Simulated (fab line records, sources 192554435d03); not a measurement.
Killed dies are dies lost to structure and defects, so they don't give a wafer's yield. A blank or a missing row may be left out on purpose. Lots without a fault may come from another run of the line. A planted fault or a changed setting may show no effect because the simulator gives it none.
A struck lot beside a sound one | flow n5_finfet | 19 steps out of a route of 1938
Sound: wafers L989.2, L989.3, L989.5. Struck: wafers L997.2, L997.3, L997.6. The cause comes at the end.
At each step with rows: each side's tool, then ch and its chambers, then its first start. Under that, the readings that differ: sound wafers | struck wafers | difference of the means | sigmas: that difference in standard deviations of wafers without a fault.
alike: readings whose means differ by less than 2 such deviations, and words and numbers that are the same on both sides. not compared: withheld readings, readings that some wafer has no value for, bounds like >300 that may hide the same value, and numbers for which the record gives no deviation and whose values overlap.
The two part at a step that has a row with sigmas, a row that says differs or no value, or rows on one side only. Numbers that don't overlap but have no deviation are shown without sigmas and don't part them. A reading that every wafer of one side lacks parts them only if that side has two wafers or more.

N5_SDB_STRIP_22: strips in N2/H2.
  sound on plasma_asher-02 ch 0,1, day 4 16:37; struck on plasma_asher-02 ch 0,1, day 6 19:55
  alike: drypump_motor_current_A, heater_power_w, oes_product_au, strip_time_to_endpoint_s
  not compared: rf_hours_counter_h
then, 2 steps without rows for these wafers: N5_SDB_PRECLEAN_23 (cleans in dHF, time 30 s); N5_SDB_DUMMY_REMOVE_24 (chemistry TMAH, target poly-Si, stops on SiO2, target depth 142 nm, time 57 s, rinse time 30 s).
N5_SDB_ETCH_25: etches SiO2 in C4F6/O2, target depth 10 nm, time 3.3 s.
  sound on rie_diel-03 ch 1,2,3, day 4 16:50; struck on rie_diel-03 ch 1,2,3, day 6 20:08
  alike: drypump_motor_current_A, oes_product_au, rf_vpp_V, showerhead_plenum_p_Torr, throttle_valve_pct
  not compared: rf_hours_counter_h
N5_SDB_CUT_ETCH_26: etches Si in HBr/Cl2/O2, target depth 129.6 nm, bt time 20 s, time 51.8 s.
  sound on rie_si-05 ch 0,1,2, day 4 16:55; struck on rie_si-05 ch 1,2, day 6 20:13
  alike: drypump_motor_current_A, oes_product_au, throttle_valve_pct
  not compared: rf_hours_counter_h
then, 3 steps without rows for these wafers: N5_SDB_PRECLEAN_38 (cleans in dHF, time 10 s); N5_SDB_PRECLEAN_39 (cleans in O3/DIW, time 45 s); N5_SDB_SRD_28 (time 30 s).
N5_SDB_ALD_29: deposits SiNx, target thk 30 nm, pulse time 1 s, ald cycles 600.
  sound on ald_sin-01 ch 1,3, day 4 17:16; struck on ald_sin-02 ch 1,2,3, day 6 20:24
  alike: heater_power_w, precursor_pulse_height_rel
then, 1 step without rows for these wafers: N5_SDB_CMP_30 (polishes, stops on poly-Si, t overpolish 1.54 s, target thk 30 nm).
N5_SDB_THK_MEAS_31:
  sound on film_metro-02, day 4 20:17; struck on film_metro-02, day 6 23:26
  reading      | sound          | struck         | difference | sigmas
  SDB_THK (nm) | 62.4 62.5 63.0 | 64.7 64.3 65.7 | +2.3       | +2
N5_SDB_INSPECT_36: inspects for defects (darkfield).
  sound on defect_inspect-01, day 4 20:19; struck on defect_inspect-02, day 6 23:28
  alike: raw_defect_count
N5_DUMMY_REMOVAL_HM_STRIP_01: strips SiNx in CH3F/O2, stops on poly-Si, target depth 4 nm, time 6.8 s.
  sound on rie_diel-05 ch 0,2,3, day 4 20:21; struck on rie_diel-05 ch 1,2,3, day 6 23:29
  alike: drypump_motor_current_A, oes_product_au, rf_vpp_V, showerhead_plenum_p_Torr, throttle_valve_pct
  not compared: rf_hours_counter_h
N5_DUMMY_REMOVAL_STRIP_10: strips in N2/H2, time 40 s.
  sound on rie_diel-05 ch 0,2,3, day 4 20:23; struck on rie_diel-05 ch 1,2,3, day 6 23:32
  alike: drypump_motor_current_A, oes_product_au, rf_vpp_V, showerhead_plenum_p_Torr, throttle_valve_pct
  not compared: rf_hours_counter_h
then, 2 steps without rows for these wafers: N5_DUMMY_REMOVAL_PRECLEAN_07 (cleans in dHF, time 30 s); N5_DUMMY_REMOVAL_DUMMY_REMOVE_02 (chemistry TMAH, target poly-Si, stops on SiO2, target depth 142 nm, time 57 s, rinse time 30 s).
N5_DUMMY_REMOVAL_INSPECT_06: inspects for defects (brightfield).
  sound on defect_inspect-01, day 4 20:33; struck on defect_inspect-02, day 6 23:41
  reading          | sound | struck      | difference | sigmas
  raw_defect_count | 5 7 7 | 907 884 891 | +888       | +99 or more
then, 1 step without rows for these wafers: N5_DUMMY_REMOVAL_PRECLEAN_08 (cleans in NF3:NH3, afs cycles 2, time 20 s, sublimation time 60 s).
-- the record jumps here: 10 days lie between the struck wafers' starts before and after (it left off in module DUMMY_REMOVAL and takes up again in module PASSIVATION, whose first step shown is number 1936 of the route) --
N5_PASSIVATION_PROBE_49:
  the record has rows for the struck wafers here (prober-02, day 16 16:44) and none for the sound ones

WHERE THEY PART
First at N5_SDB_THK_MEAS_31; last, within this record, at N5_PASSIVATION_PROBE_49.

WHY: what the simulator had put in
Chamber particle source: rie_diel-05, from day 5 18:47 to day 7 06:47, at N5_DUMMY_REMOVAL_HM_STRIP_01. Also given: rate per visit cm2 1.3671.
